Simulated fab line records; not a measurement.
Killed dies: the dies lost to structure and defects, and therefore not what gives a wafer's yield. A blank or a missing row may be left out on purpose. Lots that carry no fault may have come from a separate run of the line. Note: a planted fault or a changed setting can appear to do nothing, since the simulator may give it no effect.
fab line records | flow n5Finfet
record: lots: 14 wafers: 42 lastDay: 19
route steps=1938 shown WELL_APT@43 PMOS_HMC_CHANNEL_EPI@66 BEOL_M4@1111
lots untouched by any fault: they come from a run of this same line in which no faults occurred
startH: hours from the record's opening day to when the first of the lot's shown wafers began | waitH: hours since the lot's step before | " identical to the entry in the row above | L1.1+2: a row that stands for several wafers | - value missing, or start not given | * or withheld: withheld | < > ~ a bound
route shown NAME@n: a module of which the file shows steps, and the number in the route of the first | usual: mean/standard deviation of fault-free wafers | same: alike in all rows | chamber/n: place in a boat | sites: the reading at each site | _std_site: the values' standard deviation | _edge_site: mean of outer sites minus mean of inner sites | radiusMm: for every site, how far away it sits from the centre of the wafer | mask NAME#n: copy n | behind: tool/chamber where the wafer was last shaped | hold: cause of the lot's hold/its duration in hours/its outcome | device: the n, p or np transistor that did not switch | end of line: at the end of the route, the tests of the same wafers | a step with no rows: only its recipe | killed: the dies lost at the first sort to structure and to defects; this is not the yield of the wafer | map: shows each die of a wafer: x if killed, . if not, _ if none is there
set.NAME: the setting the step ran with; set.NAME@STEP: the setting that earlier step ran with | model.NAME: the simulator's own value behind a step, which no gauge read
one table for each step of the route and one row for each wafer, over a sample of lots
services: the hour from which a tool's chamber was out of use, counted from the record's first day as startH (under 0 if before that day), plus the number of hours and why
== steps ==
step: N5_WELL_APT_CD_MEAS_25
recipe: targetCdNm: 200 landingEnergyEv: 500 detector: seInlens
usual: cdNm: 199.1/2.3
columns lot.wafer tool chamber startH waitH cdNm
L101.2 cdSem-02 0 27.09 - 195.8
L101.3 " 0 " " 197.1
L101.5 " 0 " " 198.1
L102.2 cdSem-02 0 32.97 - 200.7
L102.4 " 0 " " 200.8
L102.6 " 0 " " 199.3
L103.1 cdSem-01 0 38.90 - 199.5
L103.4 " 0 " " 200.3
L103.6 " 0 " " 199.3
L104.1 cdSem-03 0 45.03 - 198.0
L104.2 " 0 " " 198.4
L104.4 " 0 " " 197.4
L106.2 cdSem-02 0 57.07 - 199.8
L106.4 " 0 " " 198.2
L106.6 " 0 " " 200.2
L107.1 cdSem-01 0 63.21 - 198.2
L107.4 " 0 " " 196.9
L107.6 " 0 " " 199.1
L108.1 cdSem-01 0 69.08 - 197.4
L108.2 " 0 " " 201.0
L108.5 " 0 " " 199.7
L109.2 cdSem-03 0 75.51 - 196.6
L109.4 " 0 " " 204.8
L109.5 " 0 " " 200.5
L110.2 cdSem-03 0 81.11 - 200.4
L110.4 " 0 " " 202.1
L110.6 " 0 " " 199.9
L111.2 cdSem-02 0 86.91 - 199.2
L111.4 " 0 " " 202.0
L111.5 " 0 " " 197.5
L119.3 cdSem-03 0 134.83 - 196.8
L119.4 " 0 " " 197.0
L119.5 " 0 " " 199.9
L120.1 cdSem-01 0 141.28 - 197.8
L120.3 " 0 " " 195.4
L120.4 " 0 " " 198.3
L121.1 cdSem-01 0 147.15 - 199.1
L121.3 " 0 " " 197.2
L121.4 " 0 " " 197.9
L122.1 cdSem-01 0 153.65 - 203.6
L122.3 " 0 " " 199.2
L122.6 " 0 " " 201.7
step: N5_WELL_APT_INSPECT_27
recipe: mode: adi inspectInstrument: macro
usual: rawDefectCount: 1.9/1.3
columns lot.wafer tool chamber startH waitH rawDefectCount
L101.2 defectInspect-02 - 27.15 0.0 1
L101.3 " - " " 1
L101.5 " - " " 1
L102.2 defectInspect-02 - 33.02 0.0 0
L102.4 " - " " 1
L102.6 " - " " 2
L103.1 defectInspect-02 - 38.96 0.0 3
L103.4 " - " " 1
L103.6 " - " " 0
L104.1 defectInspect-02 - 45.09 0.0 1
L104.2 " - " " 3
L104.4 " - " " 1
L106.2 defectInspect-01 - 57.12 0.0 2
L106.4 " - " " 2
L106.6 " - " " 4
L107.1 defectInspect-02 - 63.26 0.0 1
L107.4 " - " " 2
L107.6 " - " " 0
L108.1 defectInspect-02 - 69.14 0.0 1
L108.2 " - " " 0
L108.5 " - " " 0
L109.2 defectInspect-01 - 75.57 0.0 3
L109.4 " - " " 2
L109.5 " - " " 2
L110.2 defectInspect-02 - 81.17 0.0 3
L110.4 " - " " 2
L110.6 " - " " 3
L111.2 defectInspect-01 - 86.97 0.0 0
L111.4 " - " " 3
L111.5 " - " " 3
L119.3 defectInspect-02 - 134.89 0.0 2
L119.4 " - " " 4
L119.5 " - " " 4
L120.1 defectInspect-01 - 141.34 0.0 3
L120.3 " - " " 2
L120.4 " - " " 1
L121.1 defectInspect-02 - 147.20 0.0 2
L121.3 " - " " 3
L121.4 " - " " 3
L122.1 defectInspect-01 - 153.71 0.0 0
L122.3 " - " " 0
L122.6 " - " " 0
step: N5_PMOS_HMC_CHANNEL_EPI_OVL_MEAS_10
recipe: pointsPerWafer: 44
usual: PMOS_HMC_BLK_OVL: -0.3/0.66
columns lot.wafer tool chamber startH waitH PMOS_HMC_BLK_OVL[nm]
L101.2 overlay-01 0 29.73 0.0 -0.1
L101.3 " 0 " " 0.2
L101.5 " 0 " " 0.4
L102.2 overlay-02 0 35.71 0.0 0.0
L102.4 " 0 " " 1.1
L102.6 " 0 " " 0.2
L103.1 overlay-02 0 41.22 0.0 -0.5
L103.4 " 0 " " -0.3
L103.6 " 0 " " -0.8
L104.1 overlay-01 0 48.33 0.0 -1.0
L104.2 " 0 " " -1.2
L104.4 " 0 " " -1.7
L106.2 overlay-02 0 59.26 0.0 -0.7
L106.4 " 0 " " 0.8
L106.6 " 0 " " -0.2
L107.1 overlay-01 0 66.12 0.0 -0.5
L107.4 " 0 " " -0.4
L107.6 " 0 " " -0.3
L108.1 overlay-02 0 71.77 0.0 -0.1
L108.2 " 0 " " 0.8
L108.5 " 0 " " -0.8
L109.2 overlay-02 0 78.64 0.0 0.0
L109.4 " 0 " " 0.1
L109.5 " 0 " " -1.0
L110.2 overlay-02 0 85.16 0.0 -0.2
L110.4 " 0 " " -0.1
L110.6 " 0 " " 1.0
L111.2 overlay-01 0 89.74 0.0 -1.5
L111.4 " 0 " " -0.3
L111.5 " 0 " " -0.8
L119.3 overlay-01 0 137.23 0.0 -0.3
L119.4 " 0 " " 0.1
L119.5 " 0 " " -0.6
L120.1 overlay-01 0 143.37 0.0 0.0
L120.3 " 0 " " -0.1
L120.4 " 0 " " 0.0
L121.1 overlay-01 0 149.51 0.0 0.4
L121.3 " 0 " " 1.2
L121.4 " 0 " " -0.1
L122.1 overlay-01 0 156.56 0.0 -0.4
L122.3 " 0 " " -0.7
L122.6 " 0 " " -1.1
step: N5_PMOS_HMC_CHANNEL_EPI_CMP_21
recipe: material: SiGe30 postCmpClean: alkalineBrush targetThkNm: 54
usual: edgeZonePressureFrac: 1.000/0.005 motorCurrentA: 11.8/0.94 padLifeWafers: 967/630 slurryFilterDpKPa: 13.50/0.13
columns lot.wafer tool chamber startH waitH edgeZonePressureFrac motorCurrentA padLifeWafers slurryFilterDpKPa
L101.2 cmp-04 0 32.69 0.0 0.998 11.9 516 13.73
L101.3 " 1 " " 0.994 12.8 517 13.58
L101.5 " 0 " " 1.000 12.7 - 13.31
L102.4 cmp-01 0 38.76 0.1 1.000 12.4 2036 13.73
L102.2 " 1 " " 0.988 11.9 2037 13.67
L102.6 " 3 " " 1.004 10.6 - 13.48
L103.4 cmp-03 3 44.94 0.1 0.997 11.6 1279 13.50
L103.1 " 0 " " 0.999 10.3 1280 13.45
L103.6 " 2 " " 0.995 12.7 - 13.54
L104.2 cmp-03 1 51.29 0.0 1.004 10.7 1326 13.43
L104.1 " 3 " " 1.002 11.1 1328 13.39
L104.4 " 0 " " 0.999 10.5 1329 13.33
L106.2 cmp-01 1 61.38 0.1 1.011 12.1 14 13.45
L106.4 " 2 " " 1.002 12.5 15 13.30
L106.6 " 3 " " 1.002 10.1 - 13.46
L107.4 cmp-03 3 68.18 0.1 1.007 11.1 1465 13.27
L107.1 " 0 " " 1.001 10.4 1466 13.36
L107.6 " 3 " " 1.009 11.7 - 13.54
L108.2 cmp-01 3 75.61 0.1 0.998 11.2 121 13.63
L108.1 " 1 " " 1.004 11.2 123 13.57
L108.5 " 3 " " 1.005 11.0 - 13.48
L109.2 cmp-01 2 80.68 0.0 - - - -
L109.4 " 0 " " - - - -
L109.5 " 3 " " - - - -
L110.4 cmp-04 3 87.22 0.1 - - - -
L110.2 " 0 " " - - - -
L110.6 " 2 " " - - - -
L111.4 cmp-04 3 91.80 0.1 0.998 11.3 961 13.61
L111.2 " 1 " " 0.996 13.4 963 13.44
L111.5 " 2 " " 1.003 12.2 - 13.17
L119.4 cmp-01 0 139.39 0.1 1.007 12.2 589 13.78
L119.3 " 2 " " 0.996 13.0 591 13.54
L119.5 " 0 " " 1.005 13.1 - 13.53
L120.3 cmp-01 2 145.55 0.1 1.002 12.3 661 13.50
L120.4 " 3 " " 1.001 11.0 662 13.55
L120.1 " 0 " " 0.997 12.6 663 13.41
L121.3 cmp-01 1 151.93 0.0 1.014 11.7 708 13.38
L121.4 " 3 " " 1.000 11.4 710 13.61
L121.1 " 0 " " 1.006 12.0 711 13.17
L122.3 cmp-01 0 158.66 0.1 0.991 11.8 764 13.68
L122.1 " 1 " " 1.000 11.5 765 13.43
L122.6 " 3 " " 0.994 11.2 - 13.82
step: N5_PMOS_HMC_CHANNEL_EPI_THK_MEAS_22
recipe: reads: SiGe30_of_PMOS_HMC_CHANNEL_EPI_EPI_20
usual: HMC_CMP_THK: 53.7/0.76
columns lot.wafer tool chamber startH waitH HMC_CMP_THK[nm]
L101.2 filmMetro-02 - 32.98 - 54.2
L101.3 " - " " 54.3
L101.5 " - " " 53.8
L102.2 filmMetro-01 - 38.98 - 53.7
L102.4 " - " " 54.3
L102.6 " - " " 54.0
L103.1 filmMetro-02 - 45.20 - 53.9
L103.4 " - " " 54.0
L103.6 " - " " 54.0
L104.1 filmMetro-02 - 51.58 - 53.2
L104.2 " - " " 53.0
L104.4 " - " " 52.3
L106.2 filmMetro-01 - 61.60 - 54.4
L106.4 " - " " 54.3
L106.6 " - " " 54.4
L107.1 filmMetro-02 - 68.44 - 53.8
L107.4 " - " " 53.9
L107.6 " - " " 54.9
L108.1 filmMetro-01 - 75.86 - 54.5
L108.2 " - " " 54.3
L108.5 " - " " 54.8
L109.2 filmMetro-02 - 80.97 0.3 59.6
L109.4 " - " " 59.8
L109.5 " - " " 59.4
L110.2 filmMetro-02 - 87.48 0.2 59.1
L110.4 " - " " 59.0
L110.6 " - " " 58.7
L111.2 filmMetro-02 - 92.06 - 53.2
L111.4 " - " " 53.2
L111.5 " - " " 53.9
L119.3 filmMetro-01 - 139.65 - 53.5
L119.4 " - " " 53.9
L119.5 " - " " 53.8
L120.1 filmMetro-01 - 145.81 - 53.8
L120.3 " - " " 53.8
L120.4 " - " " 53.2
L121.1 filmMetro-02 - 152.23 - 53.5
L121.3 " - " " 54.2
L121.4 " - " " 54.4
L122.1 filmMetro-01 - 158.88 - 55.1
L122.3 " - " " 54.4
L122.6 " - " " 54.3
step: N5_BEOL_M4_RC_MEAS_101
usual: DIBL_N: 36.1/1.6 DIBL_P: 35.8/2 IOFF_N: 0.157/0.029 IOFF_P: 0.21/0.034 ION_N: 677/13 ION_P: 465/8.1 SS_N: 71.3/0.61 SS_P: 73.2/0.65 VT_N: 249/3.3 VT_P: -250/3.2
columns lot.wafer tool chamber startH waitH DIBL_N[mV/V] DIBL_P[mV/V] IOFF_N[nA/um] IOFF_P[nA/um] ION_N[uA/um] ION_P[uA/um] SS_N[mV/dec] SS_P[mV/dec] VT_N[mV] VT_P[mV]
L101.2 prober-02 0 211.29 0.2 40.0 39.3 0.244 0.29 701 475 72.2 74.9 244 -246
L101.3 " 0 " " 35.2 33.5 0.147 0.18 679 459 70.7 73.0 249 -251
L101.5 " 0 " " 35.3 33.8 0.142 0.19 672 459 71.1 73.3 251 -251
L102.2 prober-01 0 217.49 0.2 33.4 31.8 0.111 0.16 658 455 70.3 72.7 254 -255
L102.4 " 0 " " 35.9 34.4 0.152 0.20 693 473 70.8 72.9 248 -249
L102.6 " 0 " " 33.6 31.7 0.112 0.16 679 467 70.9 72.5 253 -254
L103.1 prober-01 0 229.16 0.0 36.8 34.7 0.162 0.22 686 473 71.3 73.4 246 -247
L103.4 " 0 " " 36.6 35.0 0.168 0.23 684 465 71.1 73.3 245 -246
L103.6 " 0 " " 37.4 35.3 0.169 0.23 670 464 71.2 72.9 247 -248
L104.1 prober-02 0 232.10 0.0 36.2 36.1 0.169 0.23 684 462 71.8 73.3 250 -249
L104.2 " 0 " " 38.4 37.5 0.224 0.26 684 466 72.4 74.9 246 -246
L104.4 " 0 " " 38.0 37.2 0.212 0.26 685 470 72.3 74.6 244 -248
L106.2 prober-01 0 243.18 0.2 36.5 36.5 0.151 0.23 683 471 70.4 72.7 249 -248
L106.4 " 0 " " 34.9 34.3 0.124 0.20 667 464 71.1 73.2 254 -251
L106.6 " 0 " " 35.6 35.2 0.141 0.22 663 460 70.9 73.1 252 -249
L107.1 prober-01 0 244.86 0.0 35.7 34.9 0.159 0.24 678 474 70.0 72.7 251 -242
L107.4 " 0 " " 36.1 36.7 0.173 0.28 685 478 70.5 73.2 250 -245
L107.6 " 0 " " 36.9 36.5 0.179 0.27 678 478 71.5 73.3 248 -244
L108.1 prober-01 0 257.23 0.0 33.2 31.2 0.101 0.13 667 457 70.6 72.3 255 -259
L108.2 " 0 " " 35.7 34.0 0.127 0.16 663 454 71.1 73.0 255 -256
L108.5 " 0 " " 34.5 32.1 0.107 0.14 642 443 71.7 72.6 258 -259
L111.2 prober-02 0 275.03 0.2 36.2 37.6 0.172 0.23 702 483 71.0 73.5 249 -249
L111.4 " 0 " " 37.6 39.2 0.200 0.27 708 481 72.1 74.2 245 -250
L111.5 " 0 " " 38.2 39.5 0.204 0.27 692 474 71.3 74.7 245 -249
L119.3 prober-02 0 315.75 0.3 38.4 38.3 0.216 0.26 694 470 71.6 73.8 246 -246
L119.4 " 0 " " 35.2 34.8 0.145 0.21 676 467 71.3 72.8 251 -248
L119.5 " 0 " " 35.5 34.9 0.156 0.21 684 465 71.2 72.8 251 -250
L120.1 prober-02 0 321.63 0.0 36.3 36.8 0.149 0.21 681 467 71.3 72.9 248 -253
L120.3 " 0 " " 34.6 35.0 0.125 0.17 665 463 71.1 73.0 251 -256
L120.4 " 0 " " 37.7 38.3 0.171 0.22 680 469 71.8 73.6 250 -250
L121.1 prober-02 0 325.05 0.0 37.0 38.1 0.190 0.24 696 478 70.9 74.2 244 -249
L121.3 " 0 " " 38.2 39.0 0.210 0.25 696 474 71.6 73.7 242 -248
L121.4 " 0 " " 36.7 37.3 0.182 0.23 685 468 71.7 73.2 248 -246
L122.1 prober-02 0 342.88 0.0 37.4 38.5 0.181 0.25 683 464 72.0 73.1 248 -249
L122.3 " 0 " " 37.5 37.4 0.181 0.24 694 476 72.1 73.9 246 -248
L122.6 " 0 " " 36.9 37.8 0.172 0.24 696 480 71.8 73.8 249 -249
== services ==
columns tool chamber startH hours kind
cmp-04 - 44.56 5.1 pm
cmp-01 - 56.21 4.0 pm
cmp-01 - 60.21 - consumableReplace:conditioner
cmp-01 - 60.21 - consumableReplace:pad
cmp-03 - 73.45 3.1 repair
cmp-01 - 74.32 0.8 repair
cmp-04 - 79.42 0.4 repair
cmp-01 - 122.23 2.0 repair
cmp-03 - 128.98 12.4 pm
cmp-01 - 149.83 0.3 repair
== key ==
firstSign: step: N5_PMOS_HMC_CHANNEL_EPI_CMP_21 reading: toolRecord direction: missing
effect: step: N5_PMOS_HMC_CHANNEL_EPI_THK_MEAS_22 reading: HMC_CMP_THK direction: up sigmas: 7.4 usual: 53.7 struck: 59.3
metAt N5_PMOS_HMC_CHANNEL_EPI_CMP_21
struckLots L109,L110
laterRowsLeftOut L109.2,L109.4,L109.5,L110.2,L110.4,L110.6
sortLeftOut L109.2,L109.4,L109.5,L110.2,L110.4,L110.6
testerLeftOut L109,L110
notActingAt N5_WELL_APT_CD_MEAS_25,N5_WELL_APT_INSPECT_27,N5_PMOS_HMC_CHANNEL_EPI_OVL_MEAS_10
onsetBetween 75.61 80.68
fault: kind: skippedStepWhole tool: cmp-01,cmp-04 chamber: - onsetH: 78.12 steps: N5_PMOS_HMC_CHANNEL_EPI_CMP_21 scope: struckLotsOnly
testerLeftOut: of these lots the tester's yield and bins aren't shown, on N5 and GAA mostly nor the transistor test; their killed dies are dies lost to structure and defects alone, not to doping, threshold or leakage, so they don't give the yield
sortLeftOut: the simulated sort isn't trusted on such a fault, so these wafers' sort isn't shown, and their yield isn't known
laterRowsLeftOut: the simulator's readings of these wafers behind a module that went badly wrong aren't trusted and aren't shown, but for the sort
